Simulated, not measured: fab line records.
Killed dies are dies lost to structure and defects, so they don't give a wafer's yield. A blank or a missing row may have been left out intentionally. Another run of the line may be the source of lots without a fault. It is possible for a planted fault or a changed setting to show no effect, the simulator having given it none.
fab line records	flow nand_harc	part 2 of 2: steps 5 to 6 of 6
[record] lots = 21	wafers = 63	last_day = 33
route steps=1302 shown A_CHANNEL_HOLE_D2@603 A_STAIRCASE@667
lots that met no fault: taken from a fault-free run of the same line
start_h: hours from the record's first day to the start of the lot's first wafer shown	wait_h: time in hours since the lot's previous step	" identical to the entry in the row above	L1.1+2: a single row standing in for several wafers	- either no value or no given start	* or withheld: withheld	< > ~ a bound
route shown NAME@n: NAME is a module with steps in the file, n the number in the route of the first one	usual: mean/standard deviation taken from wafers without a fault	same: alike in all rows	chamber/n: place in a boat	sites: the reading at each site	_std_site: how widely they spread, as a standard deviation	_edge_site: inner sites' mean taken away from outer sites' mean	radius_mm: how far each site lies from the wafer's centre	mask NAME#n: copy n	behind: the tool/chamber that last shaped the wafer	hold: what put the lot on hold/how long, in hours/how the hold closed	device: transistor that didn't switch, given as n, p or np	end of line: the same wafers' tests at the end of the route	a step with no rows: only its recipe	killed: count of dies lost to structure and defects at first sort (not the wafer's yield)	map: dies across one wafer; x = killed, . = not, _ = none there
set.NAME: the setting the step ran with; set.NAME@STEP: the setting that earlier step ran with	model.NAME: the simulator's own value behind a step, which no gauge read
the route's steps for a sample of lots (tables are steps, rows are wafers)
services: the hour from which a tool's chamber was out of use, counted from the record's first day as start_h (under 0 if before that day), plus the number of hours and why
[[steps]]
[step NHARC_A_STAIRCASE_ETCH_203]
[recipe] target_depth_a = 1000	time_s = 40.5	ion_energy_ev = 400	c4f8_flow_sccm = 20	o2_flow_sccm = 10	ar_flow_sccm = withheld	rf_w = 600	bias_w = 1000	chemistry = C4F8/O2
[usual] oes_product_au = 0.946/0.011	rf_vpp_V = 898/5.5
lot.wafer	tool	chamber	start_h	wait_h	oes_product_au	rf_hours_counter_h	rf_vpp_V
L074.1	rie_diel-12	2	-	-	0.943	20	894
L074.3	"	3	"	"	0.937	20	899
L074.5	"	2	"	"	0.942	-	894
L075.4	rie_diel-12	2	-	-	0.930	24	894
L075.2	"	0	"	"	0.945	22	905
L075.5	"	2	"	"	0.936	-	894
L076.4	rie_diel-04	1	-	-	0.966	1	895
L076.5	"	0	"	"	0.945	-	906
L076.6	"	1	"	"	0.959	-	895
L077.3	rie_diel-12	2	-	-	0.948	32	893
L077.2	"	3	"	"	0.941	33	899
L077.6	"	1	"	"	0.956	-	903
L078.1	rie_diel-01	2	-	-	0.944	4	895
L078.3	"	0	"	"	0.953	6	898
L078.6	"	3	"	"	0.944	-	890
L080.3	rie_diel-01	1	-	-	0.961	9	902
L080.5	"	2	"	"	0.935	-	896
L080.6	"	3	"	"	0.948	-	890
L081.4	rie_diel-12	1	-	-	0.945	41	903
L081.1	"	3	"	"	0.919	43	899
L081.6	"	2	"	"	0.927	-	894
L083.1	rie_diel-01	2	-	-	0.933	21	895
L083.4	"	3	"	"	0.959	19	890
L083.5	"	1	"	"	0.966	-	901
L082.1	rie_diel-04	1	-	-	0.953	28	894
L082.2	"	0	"	"	0.948	26	907
L082.5	"	0	"	"	0.953	-	903
L085.4	rie_diel-12	1	-	-	0.958	5	902
L085.1	"	2	"	"	0.939	4	892
L085.6	"	0	"	"	0.952	-	905
L084.1	rie_diel-04	0	-	-	0.946	31	905
L084.3	"	2	"	"	0.942	-	903
L084.6	"	0	"	"	0.950	-	905
L086.2	rie_diel-12	0	-	-	0.945	9	905
L086.4	"	1	"	"	0.945	10	904
L086.6	"	3	"	"	0.940	-	898
L087.4	rie_diel-01	0	-	-	0.940	39	895
L087.1	"	1	"	"	0.956	38	899
L087.5	"	1	"	"	0.962	-	902
L090.2	rie_diel-12	3	-	-	0.938	15	899
L090.3	"	0	"	"	0.930	15	904
L090.5	"	0	"	"	0.938	-	905
L088.4	rie_diel-12	2	-	-	0.938	17	892
L088.1	"	3	"	"	0.936	16	899
L088.6	"	2	"	"	0.933	-	893
L092.3	rie_diel-04	2	-	-	0.936	51	904
L092.2	"	0	"	"	0.957	50	905
L092.5	"	3	"	"	0.938	-	885
L091.4	rie_diel-01	0	-	-	0.966	57	897
L091.5	"	0	"	"	0.947	-	897
L091.6	"	1	"	"	0.956	-	899
L093.4	rie_diel-01	2	-	-	0.922	48	894
L093.1	"	3	"	"	0.951	55	888
L093.6	"	1	"	"	0.959	-	899
L095.3	rie_diel-12	1	-	-	0.955	39	902
L095.1	"	2	"	"	0.938	37	893
L095.6	"	0	"	"	0.951	-	904
L096.2	rie_diel-12	1	-	-	0.933	41	901
L096.5	"	0	"	"	0.952	-	905
L096.6	"	1	"	"	0.940	-	902
L097.4	rie_diel-01	2	-	-	0.933	4	893
L097.1	"	3	"	"	0.957	4	890
L097.2	"	0	"	"	0.958	4	898
[step NHARC_A_STAIRCASE_TRIM_220]
[recipe] time_s = 211.2	o2_flow_sccm = 500	ar_flow_sccm = 0	bias_w = 0	chemistry = O2
[usual] drypump_motor_current_A = 5.8/0.39	mfc_ar_sccm = 0.0017/0.0029	oes_product_au = 1.004/0.0098	rf_vpp_V = 57.8/0.97	showerhead_plenum_p_Torr = 3.57/0.17	throttle_valve_pct = 17.036/0.0092
lot.wafer	tool	chamber	start_h	wait_h	drypump_motor_current_A	mfc_ar_sccm	oes_product_au	rf_hours_counter_h	rf_vpp_V	showerhead_plenum_p_Torr	throttle_valve_pct
L074.1	rie_diel-12	1	352.68	0.1	5.8	0.0060	1.017	18	59.4	3.73	17.047
L074.3	"	2	"	"	5.3	0.0009	1.005	20	56.6	3.47	17.039
L074.5	"	2	"	"	5.3	0.0009	1.002	-	58.2	3.47	17.042
L075.4	rie_diel-01	2	363.57	0.1	5.9	0.0050	1.013	44	57.2	3.50	17.039
L075.2	"	3	"	"	5.8	0	1.009	49	57.9	3.36	17.036
L075.5	"	1	"	"	5.5	0	1.003	-	56.9	3.68	17.048
L076.4	rie_diel-04	3	372.48	0.3	5.5	0	0.993	1	56.7	3.30	17.035
L076.6	"	3	"	"	5.5	0	1.000	-	55.7	3.30	17.030
L076.5	"	0	"	"	6.6	0	1.008	-	58.9	3.81	17.037
L077.3	rie_diel-04	3	398.56	0.1	5.5	0	0.993	6	56.7	3.30	17.055
L077.2	"	1	"	"	5.8	0	1.012	7	57.1	3.49	17.047
L077.6	"	2	"	"	5.1	0	1.001	-	58.7	3.77	17.009
L078.1	rie_diel-12	0	406.03	0.1	6.3	0	1.008	35	58.4	3.79	17.034
L078.3	"	2	"	"	5.3	0.0009	0.998	37	56.0	3.46	17.038
L078.6	"	3	"	"	5.6	0.0090	0.987	-	57.8	3.60	17.023
L080.3	rie_diel-12	1	412.30	0.1	5.8	0.0060	1.001	37	59.9	3.72	17.034
L080.5	"	2	"	"	5.3	0.0009	1.010	-	56.6	3.45	17.040
L080.6	"	0	"	"	6.4	0	1.016	-	57.9	3.79	17.037
L081.4	rie_diel-01	3	426.42	0.1	5.8	0	1.006	11	57.2	3.35	17.032
L081.1	"	0	"	"	5.7	0	0.999	12	58.0	3.57	17.034
L081.6	"	2	"	"	5.9	0.0050	0.994	-	57.2	3.49	17.041
L083.4	rie_diel-01	3	458.27	0.1	5.8	0	1.017	19	56.8	3.35	17.047
L083.1	"	2	"	"	5.9	0.0050	0.978	21	56.4	3.49	17.023
L083.5	"	0	"	"	5.7	0	0.999	-	58.7	3.57	17.047
L082.2	rie_diel-12	0	459.22	0.1	6.3	0	1.001	0	58.1	3.78	17.038
L082.1	"	2	"	"	5.3	0.0009	0.982	0	58.3	3.45	17.044
L082.5	"	0	"	"	6.3	0	0.996	-	58.2	3.78	17.024
L085.4	rie_diel-01	3	473.04	0.1	5.8	0	1.010	27	58.0	3.34	17.019
L085.1	"	1	"	"	5.5	0	1.010	31	57.4	3.65	17.024
L085.6	"	3	"	"	5.8	0	1.003	-	57.5	3.34	17.026
L084.1	rie_diel-01	3	474.04	0.3	5.8	0	1.005	27	57.6	3.34	17.045
L084.3	"	0	"	"	5.7	0	1.010	31	59.2	3.56	17.034
L084.6	"	2	"	"	5.9	0.0050	0.993	-	57.1	3.49	17.026
L086.2	rie_diel-04	2	480.20	0.1	5.1	0	1.002	38	58.6	3.75	17.044
L086.4	"	0	"	"	6.7	0	1.014	37	56.6	3.79	17.048
L086.6	"	1	"	"	5.8	0	1.022	-	57.2	3.48	17.029
L087.4	rie_diel-04	1	490.81	0.1	5.8	0	1.015	33	57.3	3.48	17.014
L087.1	"	2	"	"	5.2	0	1.001	40	59.6	3.75	17.043
L087.5	"	0	"	"	6.6	0	0.999	-	59.1	3.79	17.041
L090.3	rie_diel-04	0	517.85	0.1	6.7	0	1.002	45	58.3	3.78	17.046
L090.2	"	2	"	"	5.1	0	1.003	46	57.5	3.75	17.032
L090.5	"	3	"	"	5.5	0	0.997	-	56.6	3.28	17.020
L088.1	rie_diel-04	3	521.56	0.3	5.5	0	1.009	42	56.8	3.28	17.031
L088.4	"	0	"	"	6.7	0	1.002	47	57.3	3.78	17.039
L088.6	"	3	"	"	5.5	0	1.009	-	56.1	3.28	17.038
L092.3	rie_diel-12	0	531.49	0.1	6.3	0	0.997	21	57.5	3.77	17.044
L092.2	"	2	"	"	5.3	0.0009	0.998	20	58.5	3.44	17.028
L092.5	"	1	"	"	5.8	0.0060	1.003	-	58.7	3.70	17.032
L091.4	rie_diel-01	1	531.89	0.1	5.6	0	1.014	51	57.0	3.64	17.019
L091.6	"	2	"	"	5.9	0.0050	1.005	-	56.0	3.48	17.033
L091.5	"	3	"	"	5.8	0	1.006	-	57.9	3.33	17.032
L093.1	rie_diel-12	1	539.91	0.1	5.8	0.0060	0.991	27	57.7	3.70	17.041
L093.6	"	2	"	"	5.3	0.0009	0.979	-	57.9	3.44	17.030
L093.4	"	1	"	"	5.8	0.0060	0.994	-	59.0	3.70	17.029
L095.3	rie_diel-04	3	578.64	0.1	5.5	0	1.011	13	59.0	3.80	17.014
L095.1	"	0	"	"	6.7	0	1.014	11	58.3	3.77	17.026
L095.6	"	0	"	"	6.6	0	1.010	-	57.4	3.77	17.042
L096.2	rie_diel-01	2	587.97	0.1	5.9	0.0050	0.987	4	58.6	3.47	17.031
L096.6	"	3	"	"	5.8	0	0.992	-	59.2	3.32	17.032
L096.5	"	0	"	"	5.7	0	1.015	-	57.8	3.54	17.050
L097.2	rie_diel-12	2	590.21	0.1	5.3	0.0009	1.000	42	58.3	3.43	17.043
L097.1	"	1	"	"	5.8	0.0060	0.997	43	57.9	3.69	17.033
L097.4	"	1	"	"	5.8	0.0060	1.015	-	57.8	3.69	17.038
[[services]]
tool	chamber	start_h	hours	kind
rie_diel-12	-	269.86	9.0	pm
rie_diel-09	3	271.37	3.9	repair
rie_diel-01	0	276.17	4.3	repair
rie_diel-03	-	281.30	9.0	pm
rie_diel-09	-	320.10	9.0	pm
rie_diel-04	0	344.27	10.1	repair
rie_diel-09	0	347.62	5.8	repair
rie_diel-04	-	358.78	9.0	pm
rie_diel-09	0	383.05	4.4	repair
rie_diel-01	-	383.99	9.0	pm
rie_diel-01	0	404.83	2.1	repair
rie_diel-12	-	407.18	1.1	repair
rie_diel-12	3	411.25	2.0	repair
rie_diel-12	2	417.94	1.3	repair
rie_diel-12	-	446.86	9.0	pm
rie_diel-04	-	486.02	0.6	repair
rie_diel-12	0	490.37	19.8	repair
rie_diel-09	-	497.10	9.0	pm
rie_diel-04	-	535.83	9.0	pm
rie_diel-01	1	558.22	4.2	repair
rie_diel-01	-	560.99	9.0	pm
rie_diel-12	1	571.07	4.2	repair
rie_diel-09	3	580.02	9.2	repair
rie_diel-12	0	589.88	5.1	repair
